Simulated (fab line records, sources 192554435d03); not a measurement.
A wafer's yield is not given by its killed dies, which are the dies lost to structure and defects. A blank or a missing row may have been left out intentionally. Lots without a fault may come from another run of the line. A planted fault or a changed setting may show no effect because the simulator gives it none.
Which tool was responsible? :: flow n5 finfet :: Sampling: 7 lots, 21 wafers, 4 of 1938 route steps

== WHAT THE GAUGES SHOWED, per wafer ==
N5_BEOL_M0_CUTY_CD_MEAS_57: the cd target is 200 nm.
lot: L657
measured: day 5 21:14
on: cd sem-02
cd nm (nm): 200.8 200.9 200.1

lot: L663
measured: day 7 09:43
on: cd sem-02
cd nm (nm): 199.6 200.8 200.7

lot: L664
measured: day 7 22:17
on: cd sem-03
cd nm (nm): 199.6 198.2 199.5

lot: L666
measured: day 8 11:29
on: cd sem-03
cd nm (nm): 199.6 199.5 199.8

lot: L671
measured: day 9 15:11
on: cd sem-02
cd nm (nm): - - -

lot: L676
measured: day 10 16:26
on: cd sem-03
cd nm (nm): 198.7 199.5 199.2

lot: L679
measured: day 11 14:43
on: cd sem-01
cd nm (nm): 202.2 200.9 200.3

== TOOL THAT RAN EACH LOT (tool first, then ch and the chambers of the sampled wafers, then the start) ==
lot: L657
N5_BEOL_M0_SAQP_CUT_ETCH_46: rie diel-02 ch 0,2,3, day 5 20:08
N5_BEOL_M0_SAQP_STRIP_75: rie diel-03 ch 0,1,2, day 5 20:58
N5_BEOL_M0_CUTY_PEB_55: litho track-03 ch 0, day 5 21:10

lot: L663
N5_BEOL_M0_SAQP_CUT_ETCH_46: rie diel-02 ch 1,3, day 7 08:19
N5_BEOL_M0_SAQP_STRIP_75: rie diel-03 ch 0,1,3, day 7 09:19
N5_BEOL_M0_CUTY_PEB_55: litho track-03 ch 0, day 7 09:39

lot: L664
N5_BEOL_M0_SAQP_CUT_ETCH_46: rie diel-03 ch 0,1,2, day 7 20:50
N5_BEOL_M0_SAQP_STRIP_75: rie diel-04 ch 0,2,3, day 7 22:00
N5_BEOL_M0_CUTY_PEB_55: litho track-05 ch 0, day 7 22:13

lot: L666
N5_BEOL_M0_SAQP_CUT_ETCH_46: rie diel-03 ch 1,2,3, day 8 09:31
N5_BEOL_M0_SAQP_STRIP_75: rie diel-03 ch 0,1,2, day 8 11:14
N5_BEOL_M0_CUTY_PEB_55: litho track-05 ch 0, day 8 11:26

lot: L671
N5_BEOL_M0_SAQP_CUT_ETCH_46: rie diel-02 ch 0,1,3, day 9 14:05
N5_BEOL_M0_SAQP_STRIP_75: rie diel-04 ch 0,1,2, day 9 14:55
N5_BEOL_M0_CUTY_PEB_55: litho track-03, day 9 15:07

lot: L676
N5_BEOL_M0_SAQP_CUT_ETCH_46: rie diel-03 ch 2,3, day 10 15:21
N5_BEOL_M0_SAQP_STRIP_75: rie diel-03 ch 2,3, day 10 16:11
N5_BEOL_M0_CUTY_PEB_55: litho track-02 ch 0, day 10 16:23

lot: L679
N5_BEOL_M0_SAQP_CUT_ETCH_46: rie diel-02 ch 0,1,2, day 11 13:19
N5_BEOL_M0_SAQP_STRIP_75: rie diel-02 ch 0,1,2, day 11 14:20
N5_BEOL_M0_CUTY_PEB_55: litho track-03 ch 0, day 11 14:40
- N5_BEOL_M0_SAQP_CUT_ETCH_46: etches SOC in N2/H2, target depth 135 nm, overetch 27 nm, time 202.5 s.
- N5_BEOL_M0_SAQP_STRIP_75: strips in CF4.
- N5_BEOL_M0_CUTY_PEB_55: peb time 60 s.

== THE ANSWER, worked out from the rows above alone ==
Rule: usual is defined by the lots themselves. The widest of any qualifying gaps counts: lots, ordered by their means at a reading, are off when they make up no more than a third of the lots, leave a main group of 4 or more, and stand apart from it by 3 or more times the standard deviation of that group's means. Not used: any main group whose means are identical at the precision the tables above print for the reading. A lot without any number at a reading at which 4 lots or more have one is off too. All remaining lots with rows at the step are treated as sound.
Off: L671, at N5_BEOL_M0_CUTY_CD_MEAS_57 (cd nm). Without a number there: L671. Mean 200.0 nm and standard deviation 0.76 in the main group.
If a tool, at a process step before that reading, ran all the lots that are off and no sound lot after the first of them, it fits. Gauges at N5_BEOL_M0_CUTY_CD_MEAS_57: tried the same way as those tools. 2 tools fit, rie diel-04 at N5_BEOL_M0_SAQP_STRIP_75 and cd sem-02 at N5_BEOL_M0_CUTY_CD_MEAS_57, so this cannot tell which one it is.

== WHAT THE SIMULATOR HAD INSERTED ==
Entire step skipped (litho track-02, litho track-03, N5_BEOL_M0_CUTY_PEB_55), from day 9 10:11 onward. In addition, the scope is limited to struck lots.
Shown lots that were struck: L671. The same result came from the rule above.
